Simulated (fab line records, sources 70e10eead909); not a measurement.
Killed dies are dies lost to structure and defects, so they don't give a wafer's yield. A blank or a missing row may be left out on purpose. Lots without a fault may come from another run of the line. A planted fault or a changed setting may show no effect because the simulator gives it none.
Chamber matching | flow nand_harc | NHARC_A_CHANNEL_FILL_D1_ALD_02 on ald_hk-04: 4 sister chambers
The step deposits SiO2, target thk 6 nm, pulse time 10 s, ald cycles 60. 4 wafers are shown with their chamber, then 10 later ones without.

WAFERS WITH THEIR CHAMBER
wafer  | chamber | heater_power_w (W)
L093.2 | 1       | 451
L093.6 | 2       | 440
L093.1 | 0       | 463
L092.5 | 3       | 536

WAFERS WITHOUT THEIR CHAMBER
wafer  | heater_power_w (W)
L092.6 | 427
L091.4 | 456
L091.5 | 436
L091.6 | 523
L095.1 | 466
L095.2 | 462
L095.6 | 529
L097.2 | 458
L097.5 | 463
L097.6 | 448

WHICH CHAMBER EACH WENT THROUGH
wafer  | from the rows above          | in truth
L092.6 | can't be placed: 2 or 1      | 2
L091.4 | can't be placed: 1 or 0 or 2 | 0
L091.5 | can't be placed: 2 or 1      | 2
L091.6 | 3                            | 3
L095.1 | can't be placed: 0 or 1      | 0
L095.2 | can't be placed: 0 or 1      | 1
L095.6 | 3                            | 3
L097.2 | can't be placed: 0 or 1 or 2 | 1
L097.5 | can't be placed: 0 or 1      | 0
L097.6 | can't be placed: 1 or 2 or 0 | 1
Placed correctly: 2 of 10. Can't be placed from these rows: 8 (the true chamber is among the candidates in 8). Placed wrongly: 0.
How it was worked out, from the rows above alone: a wafer's distance from a chamber is the root of the sum, over the readings, of the square of ((its reading less the chamber's mean) divided by the reading's scatter). The wafer belongs to the nearest chamber; if the next one is less than 2 further off, it can't be placed. A chamber's mean is the mean of its shown wafers. The scatter: with one shown wafer a chamber, the root of the mean of the squares of how far each hidden wafer lies from its nearest shown one.
